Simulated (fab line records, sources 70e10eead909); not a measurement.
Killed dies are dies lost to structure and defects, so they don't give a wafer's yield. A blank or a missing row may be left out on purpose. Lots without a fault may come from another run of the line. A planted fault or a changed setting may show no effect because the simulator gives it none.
Chamber matching | flow nand_harc | NHARC_P_STI_ETCH_15 on rie_si-05: 4 sister chambers
The step etches the open film in HBr/Cl2, target depth 300 nm, time 100.1 s. 22 wafers are shown with their chamber, then 11 later ones without.

WAFERS WITH THEIR CHAMBER
wafer  | chamber | drypump_motor_current_A (A) | throttle_valve_pct (%) | oes_product_au (a.u.)
L075.1 | 2       | 5.7                         | 26.404                 | 1.004
L075.2 | 0       | 5.7                         | 26.406                 | 1.008
L075.4 | 3       | 5.0                         | 26.401                 | 1.006
L075.3 | 1       | 6.7                         | 26.405                 | 0.996
L075.5 | 3       | 5.0                         | 26.417                 | 0.996
L075.6 | 0       | 5.7                         | 26.401                 | 1.009
L076.2 | 0       | 5.7                         | 26.399                 | 1.003
L076.3 | 2       | 5.7                         | 26.392                 | 1.003
L076.4 | 1       | 6.7                         | 26.395                 | 0.999
L077.4 | 1       | 6.7                         | 26.396                 | 0.999
L077.5 | 3       | 5.0                         | 26.409                 | 1.001
L077.6 | 0       | 5.7                         | 26.397                 | 1.017
L079.1 | 1       | 6.7                         | 26.404                 | 0.997
L079.3 | 0       | 5.7                         | 26.418                 | 0.998
L079.4 | 2       | 5.6                         | 26.398                 | 1.009
L080.2 | 1       | 6.7                         | 26.406                 | 1.012
L080.4 | 3       | 5.0                         | 26.395                 | 1.007
L080.6 | 2       | 5.7                         | 26.406                 | 0.995
L086.3 | 2       | 5.7                         | 26.380                 | 1.004
L086.4 | 3       | 4.9                         | 26.399                 | 0.997
L086.6 | 3       | 5.0                         | 26.402                 | 1.002
L090.2 | 3       | 5.0                         | 26.413                 | 1.000

SIGNATURES (means of the wafers above)
reading                 | chamber 0 | chamber 1 | chamber 2 | chamber 3 | scatter within a chamber
drypump_motor_current_A | 5.700     | 6.700     | 5.680     | 4.986     | 0.0303
throttle_valve_pct      | 26.40420  | 26.40120  | 26.39600  | 26.40514  | 0.00823
oes_product_au          | 1.00700   | 1.00060   | 1.00300   | 1.00129   | 0.00566
Rule: a wafer's distance from a chamber is the root of the sum, over the readings, of the square of ((its reading less the chamber's mean) divided by the reading's scatter). The wafer belongs to the nearest chamber; if the next one is less than 2 further off, it can't be placed. The scatter: the root of (the sum of the squares of (reading less its chamber's mean) over the shown wafers, divided by (wafers less chambers)).

WAFERS WITHOUT THEIR CHAMBER
wafer  | drypump_motor_current_A (A) | throttle_valve_pct (%) | oes_product_au (a.u.)
L090.3 | 5.7                         | 26.392                 | 1.005
L090.5 | 5.7                         | 26.407                 | 1.000
L095.1 | 6.7                         | 26.408                 | 0.996
L095.3 | 5.0                         | 26.413                 | 1.011
L095.4 | 5.7                         | 26.391                 | 1.008
L095.2 | 5.8                         | 26.404                 | 1.010
L095.5 | 6.7                         | 26.408                 | 1.002
L095.6 | 5.7                         | 26.405                 | 1.023
L097.1 | 5.0                         | 26.401                 | 0.993
L097.2 | 6.7                         | 26.422                 | 0.990
L097.5 | 5.7                         | 26.412                 | 0.996

WHICH CHAMBER EACH WENT THROUGH
wafer  | from the rows above     | in truth
L090.3 | can't be placed: 2 or 0 | 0
L090.5 | can't be placed: 0 or 2 | 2
L095.1 | 1                       | 1
L095.3 | 3                       | 3
L095.4 | can't be placed: 2 or 0 | 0
L095.2 | can't be placed: 0 or 2 | 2
L095.5 | 1                       | 1
L095.6 | can't be placed: 0 or 2 | 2
L097.1 | 3                       | 3
L097.2 | 1                       | 1
L097.5 | can't be placed: 0 or 2 | 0
Placed correctly: 5 of 11. Can't be placed from these rows: 6 (the true chamber is among the candidates in 6). Placed wrongly: 0.
